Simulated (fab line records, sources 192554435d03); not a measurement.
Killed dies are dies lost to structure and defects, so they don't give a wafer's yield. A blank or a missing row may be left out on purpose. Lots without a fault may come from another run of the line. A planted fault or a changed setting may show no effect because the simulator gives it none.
Split-lot experiment | flow n5_finfet | 7 lots, 21 wafers read, on a route of 1938 steps

THE SPLIT
At N5_HKMG_FIN_HK_ALD_01 (deposits HfO2, target thk 1.6 nm, pulse time 3 s, purge time 3 s), the setting ald_cycles was moved away from the recipe's 30 on 8 of the 21 wafers read, by -10.0% to +13.3%. The other wafers ran this setting at the recipe's value.

FROM THE SPLIT TO THE READING: what the file shows between them, 4 steps
- N5_HKMG_FIN_HK_ANNEAL_02: time 30 s
- N5_HKMG_FIN_ALD_74: deposits La2O3, target thk 0.5 nm, pulse time 6 s, co reactant pulse time 1 s
- N5_HKMG_FIN_WET_ETCH_82: etches La2O3 in dHCl, stops on HfO2, target depth 2 nm, rinse time 30 s
- N5_HKMG_FIN_ALD_36: deposits TiN, target thk 1 nm, pulse time 1 s, purge time 3 s

THE READING
HK_THK, in nm, at N5_HKMG_FIN_THK_MEAS_70 (measures by xrf). Fault-free wafers of this fab line usually give 1.589 nm, standard deviation 0.019 nm.

wafer  | tool, chamber at the split | ald_cycles as run | against the recipe | HK_THK, nm | against lot-mates on the recipe
L076.1 | ald_hk-02, 3,0             | 30                | recipe             | 1.597      | -
L076.3 | ald_hk-02, 0               | 34                | +13.3%             | 1.797      | +0.204
L076.6 | ald_hk-02, 3,0             | 30                | recipe             | 1.589      | -
L077.3 | ald_hk-02, 0,3             | 31                | +3.3%              | 1.650      | +0.026
L077.4 | ald_hk-02, 0,3             | 31                | +3.3%              | 1.663      | +0.039
L077.6 | ald_hk-02, 0               | 30                | recipe             | 1.624      | -
L078.2 | ald_hk-01, 0,2,1           | 30                | recipe             | 1.566      | -
L078.4 | ald_hk-01, 0,2,1           | 30                | recipe             | 1.569      | -
L078.5 | ald_hk-01, 0,2,1           | 30                | recipe             | 1.594      | -
L081.3 | ald_hk-01, 3               | 27                | -10.0%             | 1.451      | -0.146
L081.4 | ald_hk-01, 2               | 30                | recipe             | 1.605      | -
L081.6 | ald_hk-01, 2               | 30                | recipe             | 1.589      | -
L091.2 | ald_hk-03, 0,1             | 28                | -6.7%              | 1.481      | -0.108
L091.3 | ald_hk-03, 0,1             | 28                | -6.7%              | 1.481      | -0.108
L091.6 | ald_hk-03, 1               | 30                | recipe             | 1.589      | -
L093.2 | ald_hk-02, 1,2             | 32                | +6.7%              | 1.664      | +0.089
L093.4 | ald_hk-02, 3               | 30                | recipe             | 1.575      | -
L093.5 | ald_hk-02, 1,2             | 32                | +6.7%              | 1.678      | +0.103
L095.3 | ald_hk-01, 1,0,1           | 30                | recipe             | 1.573      | -
L095.4 | ald_hk-01, 1,0,1           | 30                | recipe             | 1.590      | -
L095.5 | ald_hk-01, 1,0,1           | 30                | recipe             | 1.608      | -
Where a row lists several chambers, the file gives one row for several wafers and doesn't say which wafer went through which chamber.

THE FIT
A straight line over all 21 wafers: HK_THK changes by +0.0149 nm for each +1% of ald_cycles; r = +0.98; the points scatter about the line by 0.016 nm.
The same after taking each lot's own level away (the mean of its wafers on the recipe; 21 wafers): +0.0149 nm for each +1%; r = +0.99; scatter 0.011 nm.
On that fit, the largest move of ald_cycles shifts the reading by 0.2 nm.
The lots' own levels span 1.5750 to 1.6240 nm, that is 2.6 times the standard deviation above.
So the lot-to-lot level changes the slope little: the two slopes agree.
Check: with one of the wafers moved furthest among these (+13.3%) left out of the fit, the line predicts +0.192 nm for it against its lot-mates. It came out at +0.204 nm against them.

THE FILE'S OWN FIT
HK_THK changes by +0.015 nm for each +1% of ald_cycles, r = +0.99.
